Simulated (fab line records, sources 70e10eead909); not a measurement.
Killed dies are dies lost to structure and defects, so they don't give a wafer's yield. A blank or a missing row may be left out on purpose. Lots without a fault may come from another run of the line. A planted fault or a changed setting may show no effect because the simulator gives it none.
fab line records | flow nand_harc
record lots=22 wafers=66 last_day=34
route steps=1302 shown A_WL_FILL@967 A_CONTACT@983
lots that met no fault: from a run of the same line without faults
start_h: hours from the record's first day to the start of the lot's first wafer shown | wait_h: hours since the lot's step before | " the same as in the row above | L1.1+2: a row that stands for several wafers | - no value, or no start given | * or withheld: withheld | < > ~ a bound
route shown NAME@n: a module of which the file shows steps, and the number in the route of the first | usual: mean/standard deviation of fault-free wafers | same: alike in all rows | chamber/n: place in a boat | sites: the reading at each site | _std_site: their standard deviation | _edge_site: outer sites' mean less inner sites' | radius_mm: how far each site lies from the wafer's centre | mask NAME#n: copy n | behind: the tool/chamber that last shaped the wafer | hold: why the lot was held/for how many hours/how that ended | device: the transistor (n, p or np) that didn't switch | end of line: the same wafers' tests at the end of the route | a step without rows: its recipe alone | killed: dies lost to structure and defects at the first sort, not the wafer's yield | map: a wafer's dies, x killed, . not, _ none there
set.NAME: the setting as run; set.NAME@STEP: as run at that earlier step | model.NAME: the simulator's own value behind a step, which no gauge read
steps of the route over a sample of lots; a table a step, a row a wafer
services: from which hour (start_h, from the record's first day; less than 0 if before it) a tool's chamber was out of use, for how many hours, and why
## steps
# step NHARC_A_WL_FILL_STRIP_29
# recipe time_s=20 o2_flow_sccm=500 ar_flow_sccm=0 bias_w=0 chemistry=O2
# usual chamber_pressure_mTorr=60.00/0.057 drypump_motor_current_A=5.5/0.46 oes_product_au=0.995/0.011 rf_vpp_V=57.9/0.94 showerhead_plenum_p_Torr=3.54/0.12 throttle_valve_pct=17.036/0.0092
# columns lot.wafer tool chamber start_h wait_h chamber_pressure_mTorr drypump_motor_current_A oes_product_au rf_hours_counter_h rf_vpp_V showerhead_plenum_p_Torr throttle_valve_pct
L074.2 rie_diel-10 2 464.27 0.1 60.02 5.4 0.982 1.1 56.1 3.53 17.034
L074.6 " 3 " " 59.86 4.8 1.013 - 57.8 3.47 17.024
L074.5 " 0 " " 60.16 5.8 0.995 - 58.8 3.63 17.043
L075.2 rie_diel-10 2 487.51 0.1 60.08 5.5 0.992 1.3 56.3 3.53 17.028
L075.5 " 2 " " 60.00 5.4 0.986 - 58.5 3.53 17.016
L075.6 " 3 " " 59.96 4.8 0.989 - 58.8 3.47 17.038
L077.3 rie_diel-10 2 511.69 0.1 60.00 5.4 0.998 1.7 58.0 3.53 17.021
L077.1 " 0 " " 60.06 5.8 1.003 1.7 59.2 3.63 17.045
L077.5 " 3 " " 60.07 4.8 1.012 - 58.5 3.47 17.031
L078.3 rie_diel-04 1 511.70 0.1 59.97 5.1 0.984 4.1 58.9 3.70 17.032
L078.2 " 2 " " 60.04 5.9 1.005 4.6 58.4 3.53 17.027
L078.4 " 0 " " 59.88 5.6 0.998 4.0 58.8 3.40 17.023
L079.4 rie_diel-13 1 538.92 0.1 60.02 5.4 0.988 1.5 58.1 3.36 17.035
L079.3 " 3 " " 60.06 6.0 0.987 1.3 56.6 3.59 17.027
L079.2 " 0 " " 59.91 5.9 1.008 1.3 58.7 3.47 17.040
L080.3 rie_diel-10 2 539.88 0.1 59.98 5.5 0.988 2.4 57.1 3.53 17.048
L080.5 " 1 " " 60.04 4.9 0.988 - 57.1 3.35 17.030
L080.6 " 2 " " 59.99 5.4 0.981 - 57.8 3.53 17.045
L081.4 rie_diel-10 2 543.67 0.1 59.99 5.4 0.987 2.5 56.5 3.53 17.039
L081.5 " 3 " " 59.91 4.8 1.007 - 57.8 3.47 17.035
L081.6 " 0 " " 60.13 5.8 0.988 - 56.6 3.63 17.045
L082.2 rie_diel-10 0 555.97 0.1 60.02 5.8 0.996 2.9 59.3 3.63 17.037
L082.1 " 1 " " 60.11 4.9 0.994 2.8 57.6 3.35 17.022
L082.4 " 2 " " 60.05 5.4 0.988 2.8 57.6 3.53 17.037
L083.3 rie_diel-13 1 567.62 0.1 60.06 5.4 0.991 3.2 58.4 3.36 17.045
L083.2 " 3 " " 59.99 5.9 0.987 2.7 60.2 3.59 17.043
L083.6 " 3 " " 60.15 5.9 0.987 - 57.9 3.59 17.036
L085.1 rie_diel-04 1 582.40 0.1 60.06 5.1 0.981 1.3 57.7 3.70 17.035
L085.3 " 2 " " 60.02 5.9 0.984 1.2 58.2 3.53 17.045
L085.6 " 0 " " 60.00 5.6 1.000 - 57.7 3.40 17.021
L084.2 rie_diel-10 1 585.16 0.1 60.00 4.9 1.003 3.2 57.1 3.35 17.046
L084.4 " 2 " " 60.00 5.5 0.995 3.2 56.6 3.53 17.045
L084.5 " 3 " " 59.94 4.8 1.006 - 56.0 3.47 17.047
L086.4 rie_diel-13 3 588.20 0.1 59.97 5.9 0.988 4.3 58.8 3.59 17.033
L086.2 " 0 " " 60.06 5.8 1.011 4.3 57.7 3.47 17.031
L086.5 " 0 " " 59.98 5.9 1.001 - 56.9 3.46 17.013
L087.1 rie_diel-13 2 604.74 0.1 59.97 6.3 0.978 3.7 57.2 3.73 17.030
L087.3 " 3 " " 59.98 5.9 0.983 5.4 57.4 3.59 17.035
L087.4 " 0 " " 59.95 5.9 0.996 - 58.1 3.46 17.048
L090.4 rie_diel-04 1 625.44 0.1 60.00 5.1 0.995 2.2 58.7 3.70 17.030
L090.1 " 3 " " 60.06 5.1 1.025 1.8 58.4 3.70 17.025
L090.6 " 1 " " 59.97 5.1 0.996 - 59.0 3.70 17.050
L089.4 rie_diel-10 2 628.59 0.1 59.97 5.4 0.990 0.4 58.8 3.53 17.032
L089.1 " 3 " " 59.99 4.8 1.015 0.3 58.5 3.47 17.049
L089.5 " 1 " " 60.06 4.8 0.981 - 58.2 3.35 17.044
L092.4 rie_diel-04 1 653.91 0.1 60.07 5.1 0.978 3.4 58.8 3.70 17.053
L092.2 " 3 " " 60.04 5.1 1.011 2.9 57.4 3.70 17.024
L092.5 " 1 " " 60.09 5.0 0.975 - 58.7 3.70 17.037
L091.2 rie_diel-13 3 663.39 0.1 60.02 5.9 0.997 10.1 58.2 3.58 17.045
L091.3 " 0 " " 60.02 5.9 1.001 10.0 56.9 3.46 17.050
L091.6 " 2 " " 59.98 6.3 0.990 - 59.1 3.73 17.032
L094.1 rie_diel-04 0 677.40 0.1 59.96 5.6 1.012 3.6 57.6 3.40 17.046
L094.4 " 1 " " 60.02 5.1 0.983 4.0 57.4 3.70 17.035
L094.6 " 0 " " 60.08 5.6 1.012 - 57.4 3.40 17.023
L093.6 rie_diel-13 0 677.44 0.1 60.03 5.9 0.994 - 57.8 3.46 17.035
L093.5 " 2 " " 59.99 6.2 0.983 - 59.9 3.73 17.038
L093.4 " 3 " " 59.98 5.9 0.985 - 57.7 3.58 17.034
L095.1 rie_diel-13 2 694.72 0.1 60.01 6.3 0.994 10.3 58.3 3.72 17.043
L095.3 " 3 " " 59.94 6.0 0.982 11.5 57.2 3.58 17.044
L095.6 " 1 " " 59.99 5.4 0.997 - 56.4 3.36 17.033
L096.1 rie_diel-10 2 708.32 0.1 59.97 5.4 0.997 2.9 57.9 3.53 17.045
L096.4 " 0 " " 60.02 5.8 1.001 2.7 58.3 3.62 17.029
L096.6 " 2 " " 59.97 5.4 0.999 - 58.4 3.53 17.043
L097.2 rie_diel-04 1 729.12 0.1 60.07 5.1 0.988 0.5 56.1 3.70 17.036
L097.3 " 3 " " 60.01 5.1 1.020 0.5 59.3 3.70 17.032
L097.5 " 0 " " 60.02 5.6 1.018 - 59.4 3.40 17.044
# step NHARC_A_CONTACT_DEP_24
# recipe target_thk_a=5000 temp_c=400 pressure_torr=6.5 rf_w=900 teos_flow_sccm=161.4 flow_sccm=2650 target_thk_nm=500 gas=O2 material=SiO2
# usual heater_power_outer_w=327/83 heater_power_w=574/110 throttle_valve_pct=15.9/0.41
# columns lot.wafer tool chamber start_h wait_h heater_power_outer_w heater_power_w throttle_valve_pct
L074.2 pecvd-02 2 470.92 0.1 355 593 15.9
L074.6 " 1 " " 289 508 16.2
L074.5 " 0 " " 341 556 16.1
L075.2 pecvd-04 2 494.19 0.2 231 454 15.4
L075.5 " 0 " " 432 679 15.2
L075.6 " 1 " " 447 796 16.3
L077.3 pecvd-03 1 518.16 0.1 282 538 16.3
L077.1 " 0 " " 300 549 15.9
L077.5 " 1 " " 188 395 16.3
L078.3 pecvd-02 2 518.23 0.1 306 537 16.0
L078.2 " 0 " " 286 478 16.0
L078.4 " 1 " " 280 500 16.6
L079.2 pecvd-03 0 545.36 0.1 218 462 16.3
L079.3 " 1 " " 281 539 16.4
L079.4 " 0 " " 242 483 16.1
L080.3 pecvd-04 1 545.44 0.2 381 701 16.5
L080.5 " 0 " " 390 647 15.1
L080.6 " 1 " " 408 757 16.4
L081.4 pecvd-04 0 550.70 0.2 364 599 15.0
L081.5 " 1 " " 430 771 16.4
L081.6 " 2 " " 269 513 15.6
L082.1 pecvd-04 0 562.49 0.1 419 681 14.9
L082.2 " 2 " " 251 468 15.6
L082.4 " 0 " " 305 508 15.0
L083.2 pecvd-04 2 574.20 0.1 208 429 15.6
L083.3 " 0 " " 394 650 15.4
L083.6 " 1 " " 353 646 16.6
L085.3 pecvd-04 0 589.01 0.1 393 649 15.2
L085.1 " 1 " " 479 853 16.5
L085.6 " 1 " " 489 848 16.8
L084.2 pecvd-04 2 591.65 0.1 251 481 15.7
L084.5 " 2 " " 258 506 15.5
L084.4 " 1 " " 483 803 16.4
L086.2 pecvd-04 1 594.81 0.1 418 748 16.6
L086.4 " 1 " " 441 782 16.5
L086.5 " 0 " " 302 514 15.5
L087.1 pecvd-03 0 611.22 0.1 212 445 15.8
L087.3 " 1 " " 183 415 15.9
L087.4 " 0 " " 232 476 15.8
L090.1 pecvd-03 2 631.81 0.1 461 700 15.7
L090.4 " 0 " " 240 476 15.7
L090.6 " 1 " " 176 413 15.7
L089.1 pecvd-02 0 634.98 0.1 316 518 15.9
L089.4 " 0 " " 342 536 16.0
L089.5 " 1 " " 209 414 16.1
L092.2 pecvd-02 1 660.48 0.2 287 510 16.5
L092.4 " 0 " " 371 585 16.0
L092.5 " 1 " " 301 536 16.4
L091.3 pecvd-03 1 669.95 0.1 284 545 15.6
L091.2 " 2 " " 359 565 15.8
L091.6 " 1 " " 179 412 15.5
L094.1 pecvd-02 0 683.98 0.1 313 507 16.1
L094.6 " 0 " " 343 532 16.0
L094.4 " 1 " " 212 416 16.4
L093.6 pecvd-03 2 684.23 0.3 443 678 15.9
L093.4 " 0 " " 281 541 15.8
L093.5 " 1 " " 270 537 15.8
L095.1 pecvd-03 2 701.22 0.1 413 651 15.7
L095.3 " 0 " " 234 462 16.0
L095.6 " 2 " " 446 693 15.9
L096.1 pecvd-04 0 714.88 0.2 348 559 15.5
L096.6 " 2 " " 225 429 15.8
L096.4 " 0 " " 373 613 15.3
L097.3 pecvd-04 2 735.76 0.1 256 483 15.7
L097.2 " 0 " " 340 548 15.6
L097.5 " 2 " " 276 500 15.9
# step NHARC_A_CONTACT_DEP_29
# recipe target_thk_a=1000 target_thk_nm=100 temp_c=400 pressure_torr=3.5 flow_sccm=200 rf_w=350 material=SiON
# usual heater_power_outer_w=469/68 heater_power_w=759/94
# columns lot.wafer tool chamber start_h wait_h heater_power_outer_w heater_power_w
L074.2 pecvd-04 2 475.74 2.9 406 685
L074.5 " 0 " " 492 791
L074.6 " 1 " " 519 889
L075.2 pecvd-02 2 499.14 2.9 446 723
L075.5 " 1 " " 393 639
L075.6 " 0 " " 457 717
L077.1 pecvd-02 1 522.99 3.5 442 730
L077.3 " 0 " " 484 748
L077.5 " 2 " " 478 776
L078.3 pecvd-02 2 523.72 2.1 455 725
L078.2 " 1 " " 388 637
L078.4 " 0 " " 448 696
L080.3 pecvd-02 0 550.18 2.2 409 661
L080.6 " 2 " " 446 726
L080.5 " 0 " " 415 662
L079.2 pecvd-04 1 550.20 2.9 572 933
L079.3 " 0 " " 492 770
L079.4 " 0 " " 483 763
L081.6 pecvd-02 2 555.43 0.1 513 803
L081.4 " 0 " " 483 755
L081.5 " 1 " " 401 663
L082.2 pecvd-03 1 572.30 2.9 399 710
L082.1 " 2 " " 590 872
L082.4 " 2 " " 590 871
L083.3 pecvd-03 1 579.00 2.1 432 739
L083.2 " 0 " " 387 666
L083.6 " 2 " " 609 910
L085.1 pecvd-03 2 594.02 3.6 544 794
L085.3 " 1 " " 374 677
L085.6 " 1 " " 382 685
L084.2 pecvd-03 1 596.58 2.9 401 703
L084.5 " 0 " " 421 703
L084.4 " 1 " " 417 708
L086.2 pecvd-02 2 602.69 2.9 496 793
L086.4 " 2 " " 483 813
L086.5 " 0 " " 452 681
L087.3 pecvd-04 1 617.24 2.2 636 1037
L087.1 " 2 " " 397 665
L087.4 " 0 " " 547 853
L090.1 pecvd-02 0 636.74 3.6 432 657
L090.6 " 2 " " 533 853
L090.4 " 0 " " 422 683
L089.1 pecvd-02 0 639.92 3.6 519 771
L089.5 " 1 " " 451 730
L089.4 " 0 " " 415 635
L092.2 pecvd-04 1 665.27 2.9 564 946
L092.4 " 2 " " 370 648
L092.5 " 0 " " 536 812
L091.2 pecvd-04 0 674.81 2.9 502 786
L091.3 " 1 " " 565 934
L091.6 " 1 " " 574 945
L094.1 pecvd-02 2 688.80 3.5 436 736
L094.6 " 0 " " 513 783
L094.4 " 1 " " 399 677
L093.4 pecvd-03 1 689.22 1.5 402 715
L093.5 " 2 " " 606 893
L093.6 " 0 " " 433 725
L095.3 pecvd-04 1 706.43 2.1 560 913
L095.1 " 0 " " 585 885
L095.6 " 2 " " 411 692
L096.1 pecvd-03 0 719.67 3.6 374 621
L096.6 " 1 " " 406 715
L096.4 " 2 " " 517 753
L097.3 pecvd-04 0 740.78 2.3 490 769
L097.2 " 1 " " 555 940
L097.5 " 1 " " 570 920
# step NHARC_A_CONTACT_ETCH_48
# recipe target_depth_a=390 over_etch_frac=0.3 time_s=65 ion_energy_ev=80 cf4_flow_sccm=150 ar_flow_sccm=0 rf_w=300 bias_w=100 chemistry=CF4
# usual chamber_pressure_mTorr=50.00/0.047 drypump_motor_current_A=6.2/0.46 oes_product_au=0.998/0.0092 rf_vpp_V=150.9/1.1 showerhead_plenum_p_Torr=1.74/0.063 throttle_valve_pct=13.284/0.0087
# columns lot.wafer tool chamber start_h wait_h chamber_pressure_mTorr drypump_motor_current_A oes_product_au rf_hours_counter_h rf_vpp_V showerhead_plenum_p_Torr throttle_valve_pct
L074.2 rie_diel-12 0 476.98 0.2 49.92 6.6 0.994 4 150.7 1.75 13.292
L074.6 " 1 " " 50.05 6.7 0.989 - 150.1 1.69 13.289
L074.5 " 2 " " 50.02 5.5 1.001 - 152.2 1.78 13.288
L075.2 rie_diel-12 0 500.12 0.1 50.04 6.6 0.999 8 151.7 1.75 13.289
L075.6 " 2 " " 50.00 5.5 1.008 - 152.1 1.78 13.292
L075.5 " 3 " " 50.03 5.8 1.015 - 151.3 1.69 13.302
L077.3 rie_diel-12 1 523.86 0.1 49.99 6.7 0.992 11 150.0 1.69 13.289
L077.1 " 2 " " 49.99 5.5 1.018 13 153.6 1.78 13.293
L077.5 " 1 " " 49.95 6.7 1.001 - 151.0 1.69 13.285
L078.3 rie_diel-08 2 524.59 0.1 50.07 6.3 0.990 48 152.8 1.89 13.288
L078.2 " 0 " " 49.99 6.4 0.991 51 151.9 1.77 13.279
L078.4 " 1 " " 50.00 5.9 0.991 47 152.4 1.88 13.288
L080.3 rie_diel-09 2 551.02 0.1 50.02 6.3 0.996 16 149.2 1.68 13.293
L080.5 " 2 " " 50.02 6.3 0.989 - 150.7 1.68 13.296
L080.6 " 3 " " 50.01 6.0 1.001 - 151.6 1.82 13.280
L079.2 rie_diel-12 1 551.20 0.1 50.05 6.7 1.004 16 149.8 1.69 13.289
L079.4 " 2 " " 50.08 5.5 1.019 18 151.1 1.78 13.284
L079.3 " 3 " " 49.96 5.8 1.018 18 151.2 1.69 13.293
L081.4 rie_diel-09 2 556.21 0.1 50.04 6.3 0.998 17 149.4 1.68 13.287
L081.5 " 2 " " 49.99 6.3 0.996 - 148.7 1.68 13.279
L081.6 " 3 " " 50.07 6.0 0.997 - 152.0 1.82 13.279
L082.1 rie_diel-12 1 573.33 0.1 49.99 6.7 0.991 20 151.4 1.69 13.291
L082.4 " 2 " " 49.97 5.5 1.011 22 151.4 1.78 13.276
L082.2 " 0 " " 49.96 6.6 0.984 20 150.6 1.75 13.282
L083.2 rie_diel-12 0 579.97 0.1 50.04 6.6 0.998 22 151.1 1.74 13.277
L083.3 " 1 " " 50.02 6.7 0.994 22 151.6 1.68 13.285
L083.6 " 3 " " 50.00 5.8 1.009 - 150.2 1.69 13.278
L085.1 rie_diel-12 3 594.88 0.1 49.96 5.8 1.006 27 151.1 1.69 13.291
L085.3 " 1 " " 49.98 6.7 0.985 26 150.6 1.68 13.279
L085.6 " 3 " " 50.03 5.8 1.006 - 150.2 1.69 13.291
L084.2 rie_diel-08 3 597.55 0.1 50.06 6.3 1.019 13 150.4 1.69 13.285
L084.4 " 0 " " 50.06 6.4 0.991 12 152.5 1.77 13.279
L084.5 " 3 " " 50.05 6.3 1.007 - 151.0 1.69 13.291
L086.2 rie_diel-12 0 603.69 0.1 49.91 6.6 0.999 26 149.9 1.74 13.298
L086.5 " 2 " " 49.94 5.5 1.016 - 151.8 1.78 13.291
L086.4 " 0 " " 49.98 6.6 0.992 - 150.1 1.74 13.277
L087.1 rie_diel-08 1 618.20 0.1 49.98 5.9 1.010 20 152.4 1.87 13.278
L087.4 " 2 " " 50.01 6.3 1.005 21 153.5 1.89 13.289
L087.3 " 0 " " 50.00 6.4 1.004 18 151.7 1.76 13.296
L090.1 rie_diel-12 0 637.67 0.1 49.98 6.7 0.988 1 151.6 1.74 13.291
L090.4 " 3 " " 50.11 5.8 0.996 1 151.5 1.69 13.281
L090.6 " 1 " " 50.05 6.7 0.983 - 150.0 1.68 13.264
L089.4 rie_diel-12 3 640.73 0.1 50.03 5.8 0.999 2 151.2 1.69 13.279
L089.1 " 1 " " 50.02 6.7 0.992 3 149.4 1.68 13.281
L089.5 " 3 " " 49.99 5.8 0.995 - 149.6 1.69 13.282
L092.4 rie_diel-12 1 666.28 0.1 50.04 6.7 1.004 7 151.5 1.68 13.282
L092.2 " 3 " " 49.92 5.8 0.997 6 151.6 1.69 13.291
L092.5 " 0 " " 50.00 6.6 0.989 - 150.8 1.74 13.278
L091.3 rie_diel-12 0 675.72 0.1 50.02 6.6 0.987 8 151.5 1.74 13.288
L091.2 " 1 " " 50.00 6.7 0.989 8 150.3 1.68 13.289
L091.6 " 1 " " 49.97 6.7 0.998 - 149.1 1.68 13.274
L094.1 rie_diel-09 1 689.79 0.1 50.03 5.5 0.994 1 152.4 1.84 13.288
L094.4 " 3 " " 50.13 6.0 1.004 2 151.0 1.81 13.298
L094.6 " 2 " " 50.03 6.3 0.998 - 150.3 1.67 13.295
L093.6 rie_diel-12 2 690.22 0.1 50.00 5.5 0.983 - 151.5 1.77 13.296
L093.4 " 0 " " 50.00 6.6 0.995 - 151.7 1.74 13.272
L093.5 " 1 " " 49.96 6.7 0.986 - 149.6 1.68 13.281
L095.1 rie_diel-12 3 707.30 0.1 49.92 5.8 1.004 11 149.3 1.68 13.264
L095.3 " 0 " " 50.00 6.7 0.991 13 149.9 1.74 13.286
L095.6 " 2 " " 50.03 5.6 0.991 - 151.3 1.77 13.281
L096.4 rie_diel-12 1 720.67 0.1 50.02 6.7 0.997 15 149.5 1.68 13.282
L096.1 " 2 " " 49.93 5.5 0.997 14 151.5 1.77 13.265
L096.6 " 0 " " 49.95 6.6 0.982 - 149.7 1.74 13.300
L097.3 rie_diel-08 3 741.67 0.1 49.96 6.3 1.014 2 150.2 1.68 13.282
L097.2 " 1 " " 49.98 5.9 1.008 1 153.4 1.86 13.290
L097.5 " 0 " " 50.00 6.4 0.994 - 152.9 1.75 13.295
# step NHARC_A_CONTACT_DESCUM_74
# recipe time_s=3 o2_flow_sccm=200 ar_flow_sccm=0 bias_power_w=0 chemistry=O2
# usual chamber_pressure_mTorr=60.01/0.053 drypump_motor_current_A=6.2/0.43 oes_product_au=1.003/0.0086 rf_vpp_V=57.5/0.8 showerhead_plenum_p_Torr=1.89/0.081 throttle_valve_pct=11.312/0.0095
# columns lot.wafer tool chamber start_h wait_h chamber_pressure_mTorr drypump_motor_current_A oes_product_au rf_hours_counter_h rf_vpp_V showerhead_plenum_p_Torr throttle_valve_pct
L074.2 rie_diel-08 2 491.68 0.1 60.03 6.3 0.998 34 57.0 2.06 11.295
L074.6 " 0 " " 60.16 6.4 1.005 - 56.7 1.92 11.321
L074.5 " 2 " " 59.97 6.3 1.001 - 58.7 2.06 11.315
L075.2 rie_diel-12 2 510.29 0.1 59.92 5.5 1.009 10 56.4 1.93 11.330
L075.5 " 1 " " 59.94 6.7 0.992 - 57.8 1.82 11.313
L075.6 " 2 " " 59.99 5.5 0.995 - 56.6 1.93 11.303
L077.3 rie_diel-12 0 535.16 0.1 59.96 6.6 1.000 12 57.5 1.89 11.320
L077.1 " 2 " " 60.02 5.5 1.017 14 58.1 1.93 11.322
L077.5 " 0 " " 59.97 6.6 1.005 - 58.7 1.89 11.324
L078.4 rie_diel-12 1 536.69 0.1 60.00 6.8 0.998 13 56.6 1.82 11.317
L078.3 " 2 " " 60.01 5.5 1.012 15 57.8 1.93 11.338
L078.2 " 3 " " 59.94 5.8 1.011 14 56.5 1.82 11.317
L080.3 rie_diel-12 3 568.82 0.1 59.92 5.8 1.014 20 56.3 1.82 11.326
L080.5 " 3 " " 59.91 5.8 1.003 - 58.5 1.82 11.315
L080.6 " 0 " " 59.90 6.6 1.001 - 57.7 1.89 11.308
L079.2 rie_diel-12 2 568.98 0.1 60.02 5.5 1.012 20 57.5 1.93 11.299
L079.4 " 3 " " 59.99 5.8 1.012 20 56.6 1.82 11.323
L079.3 " 0 " " 60.03 6.6 0.996 18 57.9 1.89 11.306
L081.4 rie_diel-09 1 569.44 0.1 59.98 5.5 1.007 19 57.5 2.01 11.325
L081.5 " 2 " " 60.07 6.3 0.987 - 57.8 1.81 11.305
L081.6 " 3 " " 60.03 6.0 1.009 - 57.6 1.97 11.312
L082.2 rie_diel-12 0 585.69 0.1 59.99 6.7 1.005 24 55.8 1.88 11.322
L082.4 " 1 " " 59.99 6.7 1.003 24 57.2 1.82 11.298
L082.1 " 3 " " 60.00 5.8 1.014 26 56.9 1.82 11.319
L083.2 rie_diel-09 0 590.11 0.1 60.01 6.4 1.001 26 57.3 1.79 11.316
L083.3 " 2 " " 59.98 6.3 0.995 30 57.6 1.80 11.309
L083.6 " 1 " " 60.07 5.6 0.995 - 57.6 2.01 11.319
L085.3 rie_diel-12 1 605.77 0.1 59.92 6.8 0.999 29 56.1 1.81 11.322
L085.1 " 2 " " 60.08 5.5 1.007 31 58.4 1.92 11.303
L085.6 " 1 " " 59.87 6.8 1.001 - 57.0 1.81 11.297
L084.2 rie_diel-12 2 607.61 0.1 60.04 5.5 1.010 32 57.6 1.92 11.300
L084.4 " 1 " " 60.00 6.7 1.007 30 58.0 1.81 11.317
L084.5 " 3 " " 60.02 5.8 1.017 - 57.7 1.82 11.307
L086.4 rie_diel-12 0 614.28 0.1 60.02 6.7 0.998 30 57.9 1.88 11.306
L086.2 " 1 " " 59.95 6.7 0.997 31 57.1 1.81 11.318
L086.5 " 1 " " 60.03 6.7 0.996 - 56.8 1.81 11.332
L087.1 rie_diel-12 0 632.43 0.1 60.01 6.7 0.999 0 56.1 1.88 11.310
L087.3 " 1 " " 60.05 6.7 0.998 0 57.0 1.81 11.313
L087.4 " 2 " " 59.99 5.5 1.002 0 58.1 1.92 11.307
L090.4 rie_diel-12 0 647.83 0.1 59.97 6.6 0.989 3 58.1 1.88 11.322
L090.1 " 2 " " 60.00 5.5 0.994 4 56.9 1.92 11.312
L090.6 " 0 " " 60.01 6.7 0.997 - 57.4 1.88 11.301
L089.1 rie_diel-12 1 652.81 0.1 60.00 6.7 0.997 5 57.1 1.81 11.311
L089.4 " 2 " " 59.95 5.5 0.996 5 58.7 1.92 11.328
L089.5 " 0 " " 59.96 6.6 1.002 - 58.1 1.88 11.296
L092.2 rie_diel-08 1 677.44 0.1 59.99 5.9 1.015 42 58.7 2.02 11.312
L092.4 " 0 " " 60.02 6.4 0.999 36 58.0 1.90 11.305
L092.5 " 2 " " 59.99 6.3 1.003 - 58.5 2.04 11.310
L091.2 rie_diel-08 1 685.78 0.1 60.00 5.9 1.013 46 58.6 2.02 11.295
L091.3 " 3 " " 59.95 6.3 1.021 44 57.0 1.81 11.312
L091.6 " 2 " " 59.94 6.3 1.024 - 56.1 2.04 11.313
L094.4 rie_diel-08 0 699.91 0.1 59.96 6.4 0.994 46 59.0 1.90 11.308
L094.1 " 1 " " 59.99 5.9 1.004 49 58.3 2.02 11.310
L094.6 " 2 " " 59.91 6.3 1.000 - 58.9 2.04 11.313
L093.4 rie_diel-12 1 703.24 0.1 59.99 6.7 0.999 12 56.4 1.81 11.313
L093.5 " 3 " " 60.06 5.8 1.007 - 57.4 1.82 11.326
L093.6 " 0 " " 59.96 6.6 0.988 - 57.3 1.88 11.309
L095.3 rie_diel-08 3 717.33 0.1 60.07 6.3 1.007 57 56.2 1.81 11.325
L095.1 " 0 " " 60.01 6.4 1.001 54 58.9 1.90 11.314
L095.6 " 1 " " 60.00 5.9 1.023 - 59.0 2.02 11.311
L096.4 rie_diel-12 1 732.52 0.1 59.99 6.7 0.993 17 57.6 1.81 11.306
L096.1 " 3 " " 60.01 5.8 1.003 14 58.0 1.81 11.305
L096.6 " 2 " " 60.07 5.5 1.002 - 57.1 1.92 11.308
L097.3 rie_diel-08 3 751.75 0.1 59.94 6.3 1.021 8 57.6 1.80 11.298
L097.2 " 1 " " 60.01 5.9 1.012 6 56.9 2.02 11.321
L097.5 " 2 " " 60.06 6.3 1.007 - 56.4 2.04 11.317
# step NHARC_A_CONTACT_ETCH_125
# recipe source_w=withheld pressure_mtorr=20 bias_v=3000 time_s=197 target_depth_a=19180 ar_flow_sccm=withheld c4f8_flow_sccm=withheld o2_flow_sccm=withheld chemistry=C4F8/O2/Ar
# usual chamber_pressure_mTorr=20.001/0.021
# columns lot.wafer tool chamber start_h wait_h chamber_pressure_mTorr rf_hours_counter_h
L074.2 har_cap_etch-03 1 493.81 0.2 20.013 40
L074.6 " 0 " " 19.967 -
L074.5 " 1 " " 19.987 -
L075.2 har_cap_etch-03 0 512.33 0.2 20.001 44
L075.6 " 0 " " 19.987 -
L075.5 " 1 " " 19.991 -
L077.1 har_cap_etch-03 1 536.93 0.2 20.048 48
L077.3 " 0 " " 19.995 -
L077.5 " 0 " " 19.989 -
L078.2 har_cap_etch-02 0 538.46 0.2 20.006 90
L078.3 " 1 " " 19.991 -
L078.4 " 0 " " 20.011 -
L080.3 har_cap_etch-01 0 570.82 0.2 19.998 -
L080.6 " 0 " " 19.998 -
L080.5 " 1 " " 19.998 -
L081.4 har_cap_etch-03 1 571.29 0.2 20.002 -
L081.5 " 0 " " 20.027 -
L081.6 " 1 " " 20.030 -
L079.2 har_cap_etch-02 0 571.46 0.2 20.017 96
L079.3 " 1 " " 20.003 -
L079.4 " 0 " " 19.982 -
L082.1 har_cap_etch-02 0 587.43 0.2 19.991 99
L082.2 " 1 " " 19.997 99
L082.4 " 1 " " 20.006 -
L083.2 har_cap_etch-03 1 591.85 0.2 20.034 58
L083.3 " 1 " " 19.988 -
L083.6 " 0 " " 19.980 -
L085.1 har_cap_etch-03 1 607.85 0.2 20.012 62
L085.3 " 0 " " 20.034 -
L085.6 " 0 " " 19.926 -
L084.2 har_cap_etch-01 1 609.41 0.2 19.997 17
L084.4 " 0 " " 20.017 -
L084.5 " 0 " " 20.004 -
L086.2 har_cap_etch-02 1 616.05 0.2 20.003 105
L086.4 " 0 " " 19.991 -
L086.5 " 1 " " 19.978 -
L087.1 har_cap_etch-01 0 634.20 0.2 20.012 21
L087.3 " 1 " " 19.997 -
L087.4 " 0 " " 19.993 -
L090.1 har_cap_etch-01 1 649.57 0.2 20.009 24
L090.4 " 1 " " 19.997 -
L090.6 " 1 " " 20.004 -
L089.1 har_cap_etch-02 1 654.56 0.2 20.016 113
L089.4 " 1 " " 19.997 -
L089.5 " 1 " " 19.972 -
L092.2 har_cap_etch-03 0 679.38 0.2 19.988 73
L092.4 " 0 " " 20.005 -
L092.5 " 1 " " 19.963 -
L091.2 har_cap_etch-02 1 687.75 0.2 19.976 119
L091.3 " 1 " " 19.990 -
L091.6 " 1 " " 20.012 -
L094.1 har_cap_etch-03 1 701.67 0.2 20.011 77
L094.4 " 1 " " 20.055 -
L094.6 " 1 " " 19.993 -
L093.4 har_cap_etch-01 0 705.03 0.2 20.011 -
L093.6 " 0 " " 19.959 -
L093.5 " 1 " " 19.973 -
L095.1 har_cap_etch-03 1 719.08 0.2 19.985 80
L095.3 " 0 " " 20.001 -
L095.6 " 0 " " 20.009 -
L096.1 har_cap_etch-03 1 734.42 0.2 20.035 82
L096.4 " 1 " " 19.977 -
L096.6 " 1 " " 19.994 -
L097.2 har_cap_etch-03 0 753.64 0.2 20.037 86
L097.3 " 0 " " 20.019 -
L097.5 " 1 " " 19.983 -
## services
# columns tool chamber start_h hours kind
rie_diel-12 - 445.58 9.0 pm
pecvd-04 - 450.16 13.0 pm
rie_diel-12 1 487.93 6.1 repair
rie_diel-08 1 488.52 14.4 repair
rie_diel-12 0 508.71 7.2 repair
pecvd-03 - 547.00 13.0 pm
pecvd-04 1 555.40 11.6 repair
pecvd-03 - 575.09 3.0 repair
pecvd-02 - 589.00 13.0 pm
pecvd-03 - 596.80 1.3 repair
rie_diel-12 3 598.73 8.6 repair
rie_diel-12 - 622.58 9.0 pm
pecvd-04 - 631.16 13.0 pm
pecvd-03 - 651.06 0.9 repair
rie_diel-12 2 654.34 7.6 repair
har_cap_etch-03 - 657.23 0.2 repair
pecvd-04 2 671.85 6.7 repair
pecvd-04 - 679.85 2.4 repair
rie_diel-12 3 686.72 7.7 repair
pecvd-03 1 691.95 10.9 repair
pecvd-02 - 720.93 0.5 repair
rie_diel-12 3 723.42 5.7 repair
pecvd-03 - 728.00 13.0 pm
pecvd-04 - 748.95 2.9 repair
## key
fault none
